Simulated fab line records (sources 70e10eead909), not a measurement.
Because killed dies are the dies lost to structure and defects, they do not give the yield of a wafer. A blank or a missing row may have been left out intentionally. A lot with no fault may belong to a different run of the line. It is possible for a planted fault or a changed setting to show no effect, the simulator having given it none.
Matching of chambers ; flow nand-harc ; rie-diel-13 running NHARC_A_STAIRCASE_ETCH_271: 4 sister chambers
The step etches the open film in CF4/CHF3. 22 wafers are shown with their chamber, then 11 later ones without.

## WAFERS WITH THEIR CHAMBER
wafer;chamber;drypump-motor-current-A (A);showerhead-plenum-p-Torr (Torr);rf-vpp-V (V)
L075.3;1;6.0;1.70;373.8
L075.4;2;6.1;1.56;371.1
L075.6;0;5.5;1.62;374.6
L076.1;3;5.2;1.60;373.5
L076.5;0;5.5;1.62;373.7
L076.6;3;5.2;1.60;372.3
L080.1;1;6.1;1.69;374.2
L080.2;0;5.5;1.61;370.7
L080.5;2;6.0;1.56;369.7
L081.1;2;6.1;1.56;370.0
L081.4;3;5.2;1.59;372.6
L081.6;2;6.1;1.56;372.3
L083.2;0;5.5;1.61;371.8
L083.3;2;6.0;1.56;370.4
L083.4;1;6.0;1.69;375.1
L084.1;2;6.0;1.56;370.9
L084.2;1;6.1;1.69;372.7
L084.6;3;5.2;1.59;371.2
L086.4;3;5.2;1.59;370.9
L086.5;3;5.2;1.59;372.0
L086.6;0;5.5;1.61;370.4
L091.1;1;6.1;1.68;374.8

SIGNATURES (averages over the wafers above)
reading;chamber 0;chamber 1;chamber 2;chamber 3;scatter within a chamber
drypump-motor-current-A;5.500;6.060;6.050;5.200;0.0387
showerhead-plenum-p-Torr;1.6140;1.6900;1.5600;1.5933;0.00502
rf-vpp-V;372.240;374.120;370.733;372.083;1.2
Rule: distance of a wafer from a chamber = root of the sum over the readings of ((wafer's reading minus chamber's mean) / reading's scatter) squared. The wafer belongs to the nearest chamber; if the next one is less than 2 further off, it can't be placed. How the scatter is found: for the shown wafers, subtract from each reading the mean of its chamber, square and add these, divide the total by (wafers less chambers), then take the root.

## WAFERS WHOSE CHAMBER IS MISSING
wafer;drypump-motor-current-A (A);showerhead-plenum-p-Torr (Torr);rf-vpp-V (V)
L091.3;6.0;1.55;370.6
L091.4;5.5;1.61;372.4
L093.2;5.5;1.61;372.7
L093.4;6.1;1.68;374.9
L093.6;5.5;1.60;372.4
L094.1;5.2;1.58;371.3
L094.4;6.0;1.55;370.0
L094.6;6.1;1.68;374.6
L095.2;6.1;1.68;375.5
L095.5;6.0;1.55;369.1
L095.6;5.2;1.58;371.8

## WHICH CHAMBER EACH WENT THROUGH
wafer;from the rows above;in truth
L091.3;2;2
L091.4;0;0
L093.2;0;0
L093.4;1;1
L093.6;0;0
L094.1;3;3
L094.4;2;2
L094.6;1;1
L095.2;1;1
L095.5;2;2
L095.6;3;3
Placed correctly: 11 of 11. From these rows, 0 cannot be placed. Number placed wrongly: 0.
